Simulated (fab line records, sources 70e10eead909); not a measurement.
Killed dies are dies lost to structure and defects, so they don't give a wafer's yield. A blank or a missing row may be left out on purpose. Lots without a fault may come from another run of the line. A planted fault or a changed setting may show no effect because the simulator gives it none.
fab line records | flow nand_harc
record lots=6 wafers=18 last_day=31
route steps=1302 shown P_M0@264
lots that met no fault: from a run of the same line without faults
start_h: hours from the record's first day to the start of the lot's first wafer shown | wait_h: hours since the lot's step before | " the same as in the row above | L1.1+2: a row that stands for several wafers | - no value, or no start given | * or withheld: withheld | < > ~ a bound
route shown NAME@n: a module of which the file shows steps, and the number in the route of the first | usual: mean/standard deviation of fault-free wafers | same: alike in all rows | chamber/n: place in a boat | sites: the reading at each site | _std_site: their standard deviation | _edge_site: outer sites' mean less inner sites' | radius_mm: how far each site lies from the wafer's centre | mask NAME#n: copy n | behind: the tool/chamber that last shaped the wafer | hold: why the lot was held/for how many hours/how that ended | device: the transistor (n, p or np) that didn't switch | end of line: the same wafers' tests at the end of the route | a step without rows: its recipe alone | killed: dies lost to structure and defects at the first sort, not the wafer's yield | map: a wafer's dies, x killed, . not, _ none there
set.NAME: the setting as run; set.NAME@STEP: as run at that earlier step | model.NAME: the simulator's own value behind a step, which no gauge read
lots at some steps of the route; a table a step, a row a wafer
services: from which hour (start_h, from the record's first day; less than 0 if before it) a tool's chamber was out of use, for how many hours, and why
## steps
# step NHARC_P_M0_OVL_MEAS_10
# recipe pitch_nm=180
# usual overlay_x_nm=-0.1/0.79 overlay_y_nm=-0.2/0.85
# columns lot.wafer tool chamber start_h wait_h overlay_x_nm overlay_y_nm
L317.1 overlay-01 - 137.54 - -0.5 0.5
L317.3 " - " " -0.4 -0.1
L317.6 " - " " -0.7 0.0
L320.3 overlay-02 - 170.06 - 0.5 -1.0
L320.5 " - " " 0.8 -1.0
L320.6 " - " " 0.4 -1.8
L328.1 overlay-02 - 252.27 - 0.0 -0.4
L328.3 " - " " -0.3 -0.1
L328.4 " - " " -0.1 -0.7
L329.1 overlay-01 - 270.20 - 0.7 0.1
L329.3 " - " " 0.2 0.4
L329.6 " - " " 0.5 0.3
L332.1 overlay-01 - 297.24 - -0.5 0.4
L332.2 " - " " -0.5 0.3
L332.5 " - " " -0.6 -0.1
L333.1 overlay-01 - 298.17 - 0.8 -0.2
L333.3 " - " " 0.7 0.8
L333.5 " - " " 0.8 -0.4
# step NHARC_P_M0_INSPECT_11
# usual raw_defect_count=3.9/2.3
# columns lot.wafer tool chamber start_h wait_h raw_defect_count
L317.1 defect_inspect-02 - 137.58 0.0 3
L317.3 " - " " 5
L317.6 " - " " 3
L320.3 defect_inspect-02 - 170.10 0.0 0
L320.5 " - " " 2
L320.6 " - " " 5
L328.1 defect_inspect-01 - 252.30 0.0 4
L328.3 " - " " 3
L328.4 " - " " 3
L329.1 defect_inspect-02 - 270.24 0.0 6
L329.3 " - " " 3
L329.6 " - " " 7
L332.1 defect_inspect-01 - 297.27 0.0 7
L332.2 " - " " 8
L332.5 " - " " 6
L333.1 defect_inspect-01 - 298.20 0.0 2
L333.3 " - " " 4
L333.5 " - " " 3
# step NHARC_P_M0_DESCUM_14
# recipe time_s=3 o2_flow_sccm=200 ar_flow_sccm=0 bias_power_w=0 chemistry=O2
# step NHARC_P_M0_ETCH_34
# recipe target_depth_a=400 overetch_a=120 time_s=43.94 ion_energy_ev=200 n2_flow_sccm=150 h2_flow_sccm=150 ar_flow_sccm=0 rf_w=400 bias_w=150 chemistry=N2/H2
# usual drypump_motor_current_A=5.8/0.33 oes_product_au=1.002/0.0078 rf_vpp_V=431.4/2.6 showerhead_plenum_p_Torr=2.07/0.094 throttle_valve_pct=14.173/0.0094
# columns lot.wafer tool chamber start_h wait_h drypump_motor_current_A oes_product_au rf_hours_counter_h rf_vpp_V showerhead_plenum_p_Torr throttle_valve_pct
L317.1 rie_diel-01 1 137.73 0.1 5.5 0.998 33 430.7 2.07 14.171
L317.3 " 2 " " 5.7 1.000 33 426.3 1.88 14.161
L317.6 " 1 " " 5.5 0.992 - 432.1 2.07 14.171
L320.3 rie_diel-08 2 170.27 0.1 5.6 1.005 25 434.5 2.16 14.180
L320.5 " 0 " " 6.0 0.999 - 434.0 2.13 14.179
L320.6 " 3 " " 5.8 0.995 - 433.2 2.16 14.176
L328.4 rie_diel-08 1 252.45 0.1 6.1 1.019 8 429.3 1.97 14.171
L328.3 " 3 " " 5.8 1.020 9 434.2 2.15 14.175
L328.1 " 0 " " 6.0 1.006 9 431.1 2.12 14.178
L329.1 rie_diel-08 1 270.39 0.1 6.1 1.006 10 428.5 1.97 14.170
L329.3 " 2 " " 5.6 0.999 11 433.4 2.16 14.161
L329.6 " 1 " " 6.1 1.008 - 427.1 1.97 14.170
L332.1 rie_diel-01 3 297.42 0.1 5.9 0.992 29 427.0 1.94 14.167
L332.2 " 1 " " 5.5 0.989 25 431.2 2.05 14.157
L332.5 " 0 " " 5.4 0.993 - 429.8 2.01 14.194
L333.1 rie_diel-08 3 298.83 0.6 5.8 1.001 17 433.4 2.15 14.178
L333.3 " 0 " " 6.1 0.999 17 431.9 2.12 14.193
L333.5 " 0 " " 6.0 1.006 - 431.9 2.12 14.179
# step NHARC_P_M0_ETCH_15
# recipe target_depth_a=1500 overetch_a=150 time_s=82.5 c4f8_flow_sccm=withheld ar_flow_sccm=400 rf_w=600 bias_w=300 chemistry=C4F8/Ar
# step NHARC_P_M0_CD_MEAS_16
# usual cd_nm=89.9/0.61
# columns lot.wafer tool chamber start_h wait_h cd_nm
L317.1 cd_sem-03 - 137.94 - 90.1
L317.3 " - " " 90.4
L317.6 " - " " 89.2
L320.3 cd_sem-03 - 170.50 - 90.4
L320.5 " - " " 91.2
L320.6 " - " " 90.7
L328.1 cd_sem-02 - 252.66 - 89.7
L328.3 " - " " 89.7
L328.4 " - " " 89.7
L329.1 cd_sem-03 - 270.60 - 90.9
L329.3 " - " " 90.6
L329.6 " - " " 90.2
L332.1 cd_sem-01 - 297.63 - 89.4
L332.2 " - " " 89.7
L332.5 " - " " 89.4
L333.1 cd_sem-01 - 299.05 - 90.5
L333.3 " - " " 89.4
L333.5 " - " " 89.6
# step NHARC_P_M0_STRIP_18
# recipe power_w=1000 n2_flow_sccm=150 h2_flow_sccm=150 ar_flow_sccm=0 bias_w=0 chemistry=N2/H2
# step NHARC_P_M0_STRIP_19
# recipe time_s=600 temp_c=30 chemistry=post_etch_residue_remover
# step NHARC_P_M0_DEGAS_28
# recipe temp_c=250 time_s=60
# usual heater_power_w=329/21
# columns lot.wafer tool chamber start_h wait_h heater_power_w
L317.1 pvd_sputter-03 - 138.56 - 332
L317.3 " - " " 341
L317.6 " - " " 303
L320.3 pvd_sputter-02 - 171.12 - 322
L320.5 " - " " 324
L320.6 " - " " 302
L328.3 pvd_sputter-01 - 253.29 - 331
L328.4 " - " " 315
L328.1 " - " " 320
L329.3 pvd_sputter-01 - 271.22 - 318
L329.1 " - " " 328
L329.6 " - " " 318
L332.2 pvd_sputter-02 - 298.25 - 311
L332.1 " - " " 325
L332.5 " - " " 322
L333.1 pvd_sputter-03 - 299.67 - 291
L333.3 " - " " 325
L333.5 " - " " 297
# step NHARC_P_M0_PRE_CLEAN_29
# recipe time_s=30 temp_c=280 gas=H2/He
# usual heater_power_w=402/25
# columns lot.wafer tool chamber start_h wait_h heater_power_w
L317.1 pvd_sputter-03 - - - 392
L317.3 " - " " 366
L317.6 " - " " 405
L320.3 pvd_sputter-02 - - - 461
L320.5 " - " " 384
L320.6 " - " " 381
L328.3 pvd_sputter-01 - - - 391
L328.4 " - " " 401
L328.1 " - " " 409
L329.3 pvd_sputter-01 - - - 391
L329.1 " - " " 400
L329.6 " - " " 396
L332.2 pvd_sputter-02 - - - 399
L332.1 " - " " 450
L332.5 " - " " 443
L333.3 pvd_sputter-03 - - - 418
L333.1 " - " " 375
L333.5 " - " " 405
# step NHARC_P_M0_PVD_20
# recipe target_thk_a=50 bias_v=168.6 power_w=15000 chamber_pressure_pa=0.12 time_s=8.06 substrate_temp_c=50 material=TaN
# usual throttle_valve_pct=29.9/0.81
# columns lot.wafer tool chamber start_h wait_h throttle_valve_pct
L317.1 pvd_sputter-03 - - - 28.1
L317.3 " - " " 31.5
L317.6 " - " " 30.3
L320.3 pvd_sputter-02 - - - 29.5
L320.6 " - " " 30.4
L320.5 " - " " 29.5
L328.1 pvd_sputter-01 - - - 30.7
L328.3 " - " " 30.3
L328.4 " - " " 31.7
L329.3 pvd_sputter-01 - - - 30.3
L329.1 " - " " 30.8
L329.6 " - " " 30.1
L332.1 pvd_sputter-02 - - - 28.6
L332.2 " - " " 30.1
L332.5 " - " " 30.2
L333.3 pvd_sputter-03 - - - 30.7
L333.1 " - " " 30.5
L333.5 " - " " 30.5
# step NHARC_P_M0_PVD_21
# recipe target_thk_a=300 chamber_pressure_pa=5 power_w=5000 substrate_temp_c=30 time_s=20.49 material=Cu
# step NHARC_P_M0_ECD_22
# recipe target_thk_a=4000 bath_temp_c=25 material=Cu
# columns lot.wafer tool chamber start_h wait_h
L317.1+3+6 ecd_cu-01 0,0,1 138.97 -
L320.3+6+5 ecd_cu-02 1,1,0 171.58 -
L328.1+4+3 ecd_cu-02 0,1,0 253.69 -
L329.1+3+6 ecd_cu-02 1,1,0 271.58 -
L332.2+1+5 ecd_cu-01 0,1,1 298.61 -
L333.1+3+5 ecd_cu-01 1 300.07 -
# step NHARC_P_M0_ANNEAL_30
# recipe temp_c=225 time_s=90
# usual anneal_temp_c=224.97/0.14 wafer_temp_C_max=226.6/0.42
# columns lot.wafer tool chamber start_h wait_h anneal_temp_c wafer_temp_C_max
L317.1 rtp_anneal-01 0 139.30 - 224.99 227.3
L317.3 " 0 " " 225.00 226.7
L317.6 " 0 " " 224.78 226.6
L320.3 rtp_anneal-01 0 171.96 0.3 225.03 226.8
L320.5 " 0 " " 225.01 226.7
L320.6 " 0 " " 224.94 227.6
L328.1 rtp_anneal-01 0 254.04 - 224.88 226.5
L328.3 " 0 " " 224.99 227.0
L328.4 " 0 " " 224.76 227.4
L329.1 rtp_anneal-01 0 271.95 - 224.99 226.9
L329.3 " 0 " " 224.97 227.0
L329.6 " 0 " " 225.26 226.6
L332.1 rtp_anneal-02 0 298.99 - 225.06 226.2
L332.2 " 0 " " 224.78 226.3
L332.5 " 0 " " 224.93 227.2
L333.1 rtp_anneal-01 0 300.40 0.3 225.11 226.8
L333.3 " 0 " " 225.01 227.6
L333.5 " 0 " " 224.98 227.4
# step NHARC_P_M0_CMP_23
# recipe t_overpolish_s=20 target_thk_nm=117.54
# usual motor_current_A=12.7/1.1 retaining_ring_pressure_frac=1.000/0.0049 slurry_flow_ml_min=150.0/0.47 time_to_endpoint_s=29.4/2
# columns lot.wafer tool chamber start_h wait_h motor_current_A retaining_ring_pressure_frac slurry_flow_ml_min time_to_endpoint_s
L317.3 cmp-02 3 139.64 - 11.5 0.997 150.4 25.8
L317.1 " 0 " " 11.5 1.003 149.6 28.9
L317.6 " 3 " " 11.7 0.997 151.0 25.6
L320.3 cmp-02 0 172.22 - 11.7 1.004 150.2 34.4
L320.5 " 3 " " 12.0 0.999 149.5 32.7
L320.6 " 0 " " 11.4 0.996 150.8 34.9
L328.1 cmp-02 0 254.42 - 10.9 1.007 149.8 11.4
L328.3 " 1 " " 12.6 0.995 149.8 10.7
L328.4 " 2 " " 13.7 1.001 150.1 29.7
L329.3 cmp-02 1 272.30 - 11.9 0.994 149.8 29.5
L329.1 " 3 " " 11.4 0.997 150.0 30.4
L329.6 " 2 " " 13.2 1.003 150.2 13.4
L332.2 cmp-04 0 299.36 - 13.4 0.998 149.6 27.9
L332.1 " 2 " " 14.7 0.997 149.2 28.9
L332.5 " 3 " " 13.2 1.000 149.8 28.3
L333.3 cmp-02 0 300.78 - 11.9 1.002 150.4 30.7
L333.1 " 2 " " 13.0 1.005 149.9 26.4
L333.5 " 3 " " 12.2 1.005 149.8 28.3
# step NHARC_P_M0_THK_MEAS_24
# recipe thk_meas_gauge=xrf
# usual thk_nm=118.0/1.3
# columns lot.wafer tool chamber start_h wait_h thk_nm
L317.1 film_metro-02 - 139.96 - 116.9
L317.3 " - " " 118.8
L317.6 " - " " 114.8
L320.3 film_metro-02 - 172.51 - 118.8
L320.5 " - " " 116.4
L320.6 " - " " 119.2
L328.1 film_metro-01 - 254.70 - 121.2
L328.3 " - " " 116.8
L328.4 " - " " 120.5
L329.1 film_metro-01 - 272.61 - 118.3
L329.3 " - " " 117.9
L329.6 " - " " 119.8
L332.1 film_metro-01 - 299.65 - 118.6
L332.2 " - " " 117.9
L332.5 " - " " 117.8
L333.1 film_metro-02 - 301.07 - 119.6
L333.3 " - " " 118.1
L333.5 " - " " 119.7
## services
# columns tool chamber start_h hours kind
cmp-04 - 126.18 4.0 pm
cmp-02 - 134.50 4.0 pm
pvd_sputter-01 - 159.21 14.6 repair
pvd_sputter-03 - 159.56 3.2 repair
ecd_cu-01 - 160.45 8.0 pm
rie_diel-08 1 166.63 15.2 repair
rie_diel-08 0 173.04 23.7 repair
pvd_sputter-03 - 176.46 10.0 pm
pvd_sputter-01 - 178.68 1.8 repair
rie_diel-01 0 184.62 5.9 repair
rie_diel-08 - 191.83 9.0 pm
ecd_cu-02 - 201.17 0.4 repair
rie_diel-01 - 207.04 9.0 pm
ecd_cu-01 - 207.42 2.2 repair
cmp-02 - 211.45 2.3 repair
rie_diel-01 - 220.11 1.7 repair
pvd_sputter-01 - 226.00 10.0 pm
rie_diel-08 1 231.15 4.8 repair
cmp-02 - 232.50 4.0 pm
rie_diel-01 - 237.82 0.8 repair
ecd_cu-02 - 244.00 8.0 pm
ecd_cu-01 - 257.10 1.0 repair
pvd_sputter-03 - 264.44 3.5 repair
pvd_sputter-02 - 282.96 10.0 pm
## key
first_sign step=NHARC_P_M0_CMP_23 reading=time_to_endpoint_s direction=down sigmas=8.6 usual=* struck=*
effect none on later readings
met_at NHARC_P_M0_ECD_22
struck_wafers L328.1,L328.3,L329.6
sort_left_out L328.1,L328.3,L329.6
onset_between 171.58 253.69
fault kind=process_parameter_drift tool=ecd_cu-02 chamber=0 onset_h=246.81 steps=NHARC_P_M0_ECD_22 channel=target_thk_a offset=* shape=step end_h=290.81 acts_in=* stated=*
# sort_left_out: the simulated sort isn't trusted on such a fault, so these wafers' sort isn't shown, and their yield isn't known
